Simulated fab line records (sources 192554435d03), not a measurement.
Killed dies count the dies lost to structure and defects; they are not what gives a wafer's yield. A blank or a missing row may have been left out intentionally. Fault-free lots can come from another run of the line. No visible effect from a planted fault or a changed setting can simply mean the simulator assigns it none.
A lot that was struck, set against a sound lot :: flow n5_finfet :: 38 out of 1938 route steps
Sound: wafers L836.2, L836.4, L836.6. Struck: wafer L848.6. (L848.1, L848.4 of the same lot were not struck and are left out.) The cause comes at the end.
For every step that has rows: the tool of each side, followed by ch and its chambers, followed by its first start. Under that, the readings that differ: sound wafers :: struck wafers :: difference of the means :: sigmas: that difference in standard deviations of wafers without a fault.
alike: words and numbers the same on both sides, and readings whose means are apart by under 2 such deviations; not compared: readings that were withheld, readings missing a value for some wafer, numbers with overlapping values and no deviation given by the record, and bounds like >300 which may hide the same value.
Wherever a step has rows on one side only, a row that says differs or no value, or a row with sigmas, the two part there. Non-overlapping numbers with no deviation appear without sigmas and do not part them. A reading missing from all wafers of one side parts the sides only when that side holds two or more wafers.

first, 9 steps without rows for these wafers: N5_SDB_ALD_29 (deposits SiNx, target thk 30 nm, pulse time 1 s, ald cycles 600); N5_SDB_CMP_30 (polishes, stops on poly-Si, t overpolish 1.54 s, target thk 30 nm); N5_DUMMY_REMOVAL_HM_STRIP_01 (strips SiNx in CH3F/O2, stops on poly-Si, target depth 4 nm, time 6.8 s); N5_DUMMY_REMOVAL_STRIP_10 (strips in N2/H2, time 40 s); N5_DUMMY_REMOVAL_PRECLEAN_07 (cleans in dHF, time 30 s); N5_DUMMY_REMOVAL_DUMMY_REMOVE_02 (chemistry TMAH, target poly-Si, stops on SiO2, target depth 142 nm, time 57 s, rinse time 30 s); N5_DUMMY_REMOVAL_PRECLEAN_08 (cleans in NF3:NH3, afs cycles 2, time 20 s, sublimation time 60 s); N5_DUMMY_REMOVAL_PRECLEAN_04 (cleans in DHF, time 37 s); N5_DUMMY_REMOVAL_SRD_05 (time 30 s).
N5_HKMG_FIN_IL_REGROW_00: material SiO2, chemistry O3, target thk 0.75 nm, time 30 s.
  sound on ald_hk-03 ch 1,3, day 5 12:13; struck on ald_hk-03 ch 0,1,3, day 8 10:49
then, 26 steps without rows for these wafers: N5_HKMG_FIN_HK_ALD_01 (deposits HfO2, target thk 1.6 nm, pulse time 3 s, purge time 3 s); N5_HKMG_FIN_HK_ANNEAL_02 (time 30 s); N5_HKMG_FIN_ALD_74 (deposits La2O3, target thk 0.5 nm, pulse time 6 s, co reactant pulse time 1 s); N5_HKMG_FIN_ALD_75 (deposits Al2O3, target thk 1 nm, co reactant pulse time 1 s); N5_HKMG_FIN_COAT_41 (time 60 s, resist thk 300 nm); N5_HKMG_FIN_COAT_42 (time 60 s, resist thk 35 nm); N5_HKMG_FIN_COAT_43 (resist thk 90 nm); N5_HKMG_FIN_EBR_45; N5_HKMG_FIN_SOFTBAKE_44 (time 60 s); N5_HKMG_FIN_EXPOSE_46 (exposes mask NDIPOLE); N5_HKMG_FIN_PEB_47 (peb time 60 s); N5_HKMG_FIN_DEVELOP_48 (develop time 30 s); N5_HKMG_FIN_DESCUM_53 (chemistry O2, time 7.9 s); N5_HKMG_FIN_ETCH_54 (etches SiARC in CF4, target depth 45.5 nm, time 75.8 s); N5_HKMG_FIN_ETCH_55 (etches SOC in N2/H2, target depth 240 nm, time 300 s); N5_HKMG_FIN_STRIP_56 (strips in N2/H2); N5_HKMG_FIN_STRIP_57 (strips in CF4); N5_HKMG_FIN_ETCH_58 (etches SOC in N2/H2, target depth 215.8 nm, time 741 s); N5_HKMG_FIN_STRIP_93 (strips SOC in N2/H2, time 20 s); N5_HKMG_FIN_WET_ETCH_76 (etches Al2O3 in dNH4OH, stops on La2O3, target depth 2.25 nm, rinse time 30 s); N5_HKMG_FIN_STRIP_60 (strips in N2/H2, time 360 s); N5_HKMG_FIN_WET_ETCH_77 (etches La2O3 in dHCl, stops on HfO2, target depth 2 nm); N5_HKMG_FIN_WET_ETCH_78 (etches Al2O3 in dNH4OH, stops on La2O3, target depth 4.5 nm, rinse time 30 s); N5_HKMG_FIN_ALD_79 (deposits TiN, target thk 1.5 nm, pulse time 1 s, purge time 3 s); N5_HKMG_FIN_CVD_62 (deposits a-Si from Si2H6, target thk 3 nm, time 20.8 s); N5_HKMG_FIN_RTA_80 (time 2 s).
-- the record jumps here: 4 days lie between the struck wafers' starts before and after (it left off in module HKMG_FIN and takes up again in module BEOL_M4, whose first step shown is number 1111 of the route) --
N5_BEOL_M4_RC_MEAS_101:
  sound on prober-01 ch 0, day 9 10:13; struck on prober-02 ch 0, day 12 15:11
reading: EOT_N
sound: 10.48 10.59 10.54
struck: 10.06
difference: -0.48
sigmas: -5

reading: EOT_P
sound: 10.28 10.49 10.51
struck: 10.07
difference: -0.36
sigmas: -4

reading: IGATE_N (nA/um)
sound: 0.0138 0.0119 0.0121
struck: 0.0287
difference: +0.0161
sigmas: +9

reading: IGATE_P (nA/um)
sound: 0.0041 0.0035 0.0036
struck: 0.0082
difference: +0.0045
sigmas: +9
  alike: DIBL_N, DIBL_P, IOFF_N, IOFF_P, ION_N, ION_P, SS_N, SS_P, VT_N, VT_P
N5_PASSIVATION_PROBE_49:
  rows exist in the record for the sound wafers here (prober-02, day 13 22:07), none for the struck ones

## WHERE THEY PART
Earliest at N5_BEOL_M4_RC_MEAS_101; latest, in this record, at N5_PASSIVATION_PROBE_49.

WHY: what had been put in by the simulator
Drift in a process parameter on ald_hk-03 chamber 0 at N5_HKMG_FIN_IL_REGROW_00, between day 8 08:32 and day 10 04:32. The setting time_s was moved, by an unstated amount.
